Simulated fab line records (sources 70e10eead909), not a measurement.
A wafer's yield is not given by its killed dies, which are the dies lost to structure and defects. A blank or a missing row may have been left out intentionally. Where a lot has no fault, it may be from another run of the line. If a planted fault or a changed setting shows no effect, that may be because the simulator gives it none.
The tool behind it: which one?	flow nand harc	24 lots with 72 wafers sampled at 5 steps, on a route of 1159 steps

## WHAT THE GAUGES READ, wafer by wafer
NHARC_A_M1_CD_MEAS_09: target cd 120 nm. Usual: 119.8 nm for cd nm, sd 0.88.
lot	measured	on	cd nm (nm)	flag
L074	day 17 19:20	cd sem-01	121.3 120.5 120.8	
L077	day 17 20:48	cd sem-03	120.1 120.1 119.3	
L075	day 17 21:56	cd sem-02	121.1 121.0 121.0	
L076	day 18 00:58	cd sem-01	120.2 120.2 119.0	
L078	day 18 06:22	cd sem-03	120.7 119.6 121.2	
L079	day 19 09:33	cd sem-02	119.0 119.7 119.7	
L084	day 19 14:43	cd sem-02	119.0 119.5 118.9	
L080	day 19 21:13	cd sem-02	120.5 120.5 119.8	
L082	day 19 23:56	cd sem-03	119.0 119.7 119.4	
L083	day 20 00:52	cd sem-03	119.1 120.2 120.1	
L081	day 20 05:35	cd sem-03	120.6 120.2 121.1	
L085	day 20 12:19	cd sem-01	119.2 118.0 120.2	
L086	day 20 12:42	cd sem-01	121.0 121.1 120.9	
L087	day 20 15:51	cd sem-01	120.0 120.9 120.5	
L088	day 20 22:56	cd sem-02	119.7 118.1 120.2	
L089	day 21 22:41	cd sem-02	120.6 120.4 120.7	
L091	day 21 23:38	cd sem-01	120.0 119.9 120.5	
L090	day 21 23:40	cd sem-01	120.4 120.7 120.4	
L092	day 22 09:14	cd sem-02	119.9 119.9 119.7	
L093	day 22 11:20	cd sem-01	119.2 118.7 119.5	
L094	day 22 12:23	cd sem-03	118.7 120.3 120.9	
L097	day 23 16:24	cd sem-03	119.8 121.3 119.8	
L095	day 23 16:38	cd sem-02	119.3 118.3 117.9	
L096	day 23 20:20	cd sem-03	119.4 119.9 119.8	

## TOOL THAT RAN EACH LOT (tool first, then ch and the chambers of the sampled wafers, then the start)
lot	NHARC_A_BLC_PVD_32	NHARC_A_BLC_CVD_24	NHARC_A_M0_PVD_20	NHARC_A_M0_ANNEAL_30
L074	pvd sputter-03, day 17 17:14 or earlier	cvd w-01 ch 0,1, day 17 17:14 or earlier	pvd sputter-03, day 17 17:14 or earlier	rtp anneal-01 ch 0, day 17 17:14
L077	pvd sputter-03, day 17 18:47 or earlier	cvd w-01 ch 0,1, day 17 18:47 or earlier	pvd sputter-03, day 17 18:47 or earlier	rtp anneal-01 ch 0, day 17 18:47
L075	pvd sputter-01, day 17 19:54 or earlier	cvd w-01 ch 0,1, day 17 19:54 or earlier	pvd sputter-03, day 17 19:54 or earlier	rtp anneal-02 ch 0, day 17 19:54
L076	pvd sputter-01, day 17 22:47 or earlier	cvd w-01 ch 0,1, day 17 22:47 or earlier	pvd sputter-03, day 17 22:47 or earlier	rtp anneal-02 ch 0, day 17 22:47
L078	pvd sputter-03, day 18 04:16 or earlier	cvd w-01 ch 1, day 18 04:16 or earlier	pvd sputter-03, day 18 04:16 or earlier	rtp anneal-02 ch 0, day 18 04:16
L079	pvd sputter-02, day 19 07:28 or earlier	cvd w-01 ch 0,1, day 19 07:28 or earlier	pvd sputter-02, day 19 07:28 or earlier	rtp anneal-02 ch 0, day 19 07:28
L084	pvd sputter-03, day 19 12:36 or earlier	cvd w-01 ch 0,1, day 19 12:36 or earlier	pvd sputter-03, day 19 12:36 or earlier	rtp anneal-01 ch 0, day 19 12:36
L080	pvd sputter-03, day 19 19:07 or earlier	cvd w-01 ch 0,1, day 19 19:07 or earlier	pvd sputter-01, day 19 19:07 or earlier	rtp anneal-01 ch 0, day 19 19:07
L082	pvd sputter-02, day 19 21:44 or earlier	cvd w-01 ch 0,1, day 19 21:44 or earlier	pvd sputter-01, day 19 21:44 or earlier	rtp anneal-02 ch 0, day 19 21:44
L083	pvd sputter-02, day 19 22:39 or earlier	cvd w-01 ch 0,1, day 19 22:39 or earlier	pvd sputter-01, day 19 22:39 or earlier	rtp anneal-01 ch 0, day 19 22:39
L081	pvd sputter-01, day 20 03:26 or earlier	cvd w-02 ch 0,1, day 20 03:26 or earlier	pvd sputter-01, day 20 03:26 or earlier	rtp anneal-01 ch 0, day 20 03:26
L085	pvd sputter-01, day 20 09:50 or earlier	cvd w-01 ch 0,1, day 20 09:50 or earlier	pvd sputter-02, day 20 09:50 or earlier	rtp anneal-01 ch 0, day 20 09:50
L086	pvd sputter-02, day 20 10:32 or earlier	cvd w-01 ch 0,1, day 20 10:32 or earlier	pvd sputter-02, day 20 10:32 or earlier	rtp anneal-01 ch 0, day 20 10:32
L087	pvd sputter-01, day 20 13:51 or earlier	cvd w-02 ch 0,1, day 20 13:51 or earlier	pvd sputter-01, day 20 13:51 or earlier	rtp anneal-01 ch 0, day 20 13:51
L088	pvd sputter-01, day 20 20:46 or earlier	cvd w-02 ch 0,1, day 20 20:46 or earlier	pvd sputter-02, day 20 20:46 or earlier	rtp anneal-02 ch 0, day 20 20:46
L089	pvd sputter-03, day 21 19:32 or earlier	cvd w-02 ch 0,1, day 21 19:32 or earlier	pvd sputter-01, day 21 19:32 or earlier	rtp anneal-01 ch 0, day 21 19:32
L091	pvd sputter-02, day 21 21:20 or earlier	cvd w-02 ch 0,1, day 21 21:20 or earlier	pvd sputter-03, day 21 21:20 or earlier	rtp anneal-02 ch 0, day 21 21:20
L090	pvd sputter-01, day 21 21:34 or earlier	cvd w-02 ch 0,1, day 21 21:34 or earlier	pvd sputter-01, day 21 21:34 or earlier	rtp anneal-01 ch 0, day 21 21:34
L092	pvd sputter-03, day 22 07:06 or earlier	cvd w-01 ch 0,1, day 22 07:06 or earlier	pvd sputter-02, day 22 07:06 or earlier	rtp anneal-02 ch 0, day 22 07:06
L093	pvd sputter-02, day 22 09:08 or earlier	cvd w-02 ch 0,1, day 22 09:08 or earlier	pvd sputter-01, day 22 09:08 or earlier	rtp anneal-01 ch 0, day 22 09:08
L094	pvd sputter-03, day 22 10:21 or earlier	cvd w-02 ch 0,1, day 22 10:21 or earlier	pvd sputter-02, day 22 10:21 or earlier	rtp anneal-01 ch 0, day 22 10:21
L097	pvd sputter-02, day 23 14:20 or earlier	cvd w-01 ch 0,1, day 23 14:20 or earlier	pvd sputter-02, day 23 14:20 or earlier	rtp anneal-02 ch 0, day 23 14:20
L095	pvd sputter-03, day 23 14:25 or earlier	cvd w-02 ch 0,1, day 23 14:25 or earlier	pvd sputter-01, day 23 14:25 or earlier	rtp anneal-01 ch 0, day 23 14:25
L096	pvd sputter-02, day 23 18:08 or earlier	cvd w-02 ch 0,1, day 23 18:08 or earlier	pvd sputter-02, day 23 18:08 or earlier	rtp anneal-02 ch 0, day 23 18:08
- NHARC_A_BLC_PVD_32: deposits Ti, target thk 5 nm, time 17.7 s.
- NHARC_A_BLC_CVD_24: deposits W, target thk 150 nm, time 434 s.
- NHARC_A_M0_PVD_20: deposits TaN, target thk 5 nm, time 8.06 s.
- NHARC_A_M0_ANNEAL_30: time 90 s.

## AS READ BY THE TOOLS THEMSELVES (means over the sampled wafers that have a number; for cases with no such wafer, the mark the record gives instead)
NHARC_A_BLC_PVD_32. Usual: substrate temp c 199.98 C, standard deviation 0.16; throttle valve pct 30.4 %, standard deviation 1.2.
lot	tool	substrate temp c (C)	throttle valve pct (%)	flag
L074	pvd sputter-03	199.97	32.9	
L077	pvd sputter-03	200.01	32.1	
L075	pvd sputter-01	199.97	29.4	
L076	pvd sputter-01	200.03	29.5	
L078	pvd sputter-03	199.92	32.3	
L079	pvd sputter-02	200.05	30.2	
L084	pvd sputter-03	199.91	32.4	
L080	pvd sputter-03	200.12	31.0	
L082	pvd sputter-02	199.89	30.1	
L083	pvd sputter-02	200.05	30.5	
L081	pvd sputter-01	200.24	29.6	
L085	pvd sputter-01	199.96	29.6	
L086	pvd sputter-02	199.80	29.9	
L087	pvd sputter-01	200.02	29.6	
L088	pvd sputter-01	200.09	29.3	
L089	pvd sputter-03	199.94	31.0	
L091	pvd sputter-02	199.89	29.5	
L090	pvd sputter-01	200.04	29.3	
L092	pvd sputter-03	200.04	31.3	
L093	pvd sputter-02	199.94	30.4	
L094	pvd sputter-03	199.98	30.5	
L097	pvd sputter-02	200.02	30.8	
L095	pvd sputter-03	200.13	31.2	
L096	pvd sputter-02	199.86	30.4	

NHARC_A_BLC_CVD_24. Usual: heater power w 454 W, standard deviation 22; mfc ar sccm 1559 sccm, standard deviation 4.9; throttle valve pct 7.7 %, standard deviation 0.41.
lot	tool	heater power w (W)	mfc ar sccm (sccm)	throttle valve pct (%)	flag
L074	cvd w-01	448	1569	7.7	
L077	cvd w-01	444	1560	7.6	
L075	cvd w-01	450	1559	7.6	
L076	cvd w-01	449	1562	7.6	
L078	cvd w-01	443	1559	7.9	
L079	cvd w-01	449	1558	7.5	
L084	cvd w-01	440	1561	7.8	
L080	cvd w-01	447	1559	7.8	
L082	cvd w-01	444	1552	7.5	
L083	cvd w-01	449	1562	7.7	
L081	cvd w-02	474	1562	8.0	
L085	cvd w-01	450	1557	7.6	
L086	cvd w-01	451	1555	7.7	
L087	cvd w-02	451	1555	7.5	
L088	cvd w-02	453	1563	7.5	
L089	cvd w-02	451	1561	7.5	
L091	cvd w-02	458	1560	7.6	
L090	cvd w-02	466	1556	8.1	
L092	cvd w-01	447	1554	7.9	
L093	cvd w-02	478	1565	7.9	
L094	cvd w-02	454	1555	7.6	
L097	cvd w-01	444	1563	7.9	
L095	cvd w-02	459	1555	7.6	
L096	cvd w-02	482	1560	7.9	

NHARC_A_M0_PVD_20. Usual: bias v 168.4 V, standard deviation 1.7; substrate temp c 50.00 C, standard deviation 0.12; throttle valve pct 30.3 %, standard deviation 1.3.
lot	tool	bias v (V)	substrate temp c (C)	throttle valve pct (%)	flag
L074	pvd sputter-03	168.3	49.96	31.5	
L077	pvd sputter-03	167.8	49.86	32.6	
L075	pvd sputter-03	167.2	50.02	31.4	
L076	pvd sputter-03	167.9	49.83	31.5	
L078	pvd sputter-03	166.8	50.09	30.4	
L079	pvd sputter-02	166.4	49.86	30.4	
L084	pvd sputter-03	167.4	50.08	32.5	
L080	pvd sputter-01	169.3	50.01	29.3	
L082	pvd sputter-01	169.6	50.02	29.3	
L083	pvd sputter-01	168.1	50.13	29.2	
L081	pvd sputter-01	168.6	50.03	29.0	
L085	pvd sputter-02	168.6	50.05	29.7	
L086	pvd sputter-02	168.5	50.02	30.9	
L087	pvd sputter-01	168.5	50.06	29.2	
L088	pvd sputter-02	170.2	49.97	30.6	
L089	pvd sputter-01	169.4	50.05	29.4	
L091	pvd sputter-03	168.9	49.99	31.4	
L090	pvd sputter-01	167.6	50.08	29.3	
L092	pvd sputter-02	168.0	50.22	30.5	
L093	pvd sputter-01	169.0	49.98	29.3	
L094	pvd sputter-02	168.2	50.00	30.4	
L097	pvd sputter-02	168.0	50.01	29.2	
L095	pvd sputter-01	170.5	49.99	29.5	
L096	pvd sputter-02	167.9	50.07	29.7	

NHARC_A_M0_ANNEAL_30. Usual: 226.1 for wafer_temp_C_max, sd 0.4.
lot	tool	wafer_temp_C_max	flag
L074	rtp anneal-01	226.5	
L077	rtp anneal-01	226.4	
L075	rtp anneal-02	226.0	
L076	rtp anneal-02	225.8	
L078	rtp anneal-02	225.7	
L079	rtp anneal-02	225.9	
L084	rtp anneal-01	226.4	
L080	rtp anneal-01	226.1	
L082	rtp anneal-02	225.9	
L083	rtp anneal-01	226.7	
L081	rtp anneal-01	226.4	
L085	rtp anneal-01	226.4	
L086	rtp anneal-01	226.3	
L087	rtp anneal-01	226.5	
L088	rtp anneal-02	225.6	
L089	rtp anneal-01	226.5	
L091	rtp anneal-02	225.7	
L090	rtp anneal-01	226.2	
L092	rtp anneal-02	225.6	
L093	rtp anneal-01	226.2	
L094	rtp anneal-01	226.3	
L097	rtp anneal-02	225.6	
L095	rtp anneal-01	226.4	
L096	rtp anneal-02	225.6	

## THE ANSWER, worked out from the rows above alone
Rule: take the mean of a lot's wafers that have a number; if it is more than 3 standard deviations from the usual mean, the lot is off. A lot without any number at a reading at which 4 lots or more have one is off too. All remaining lots with rows at the step are treated as sound. The gauges are gone through in route order, then the tools' own readings, and for those a lot's mean is taken as printed above. The first step at which some lot is off is used, and at that step the reading that is off furthest; a lot without a number counts as furthest.
No lot is off at any reading shown: from this, nothing can be told.

## WHAT WAS PUT IN BY THE SIMULATOR
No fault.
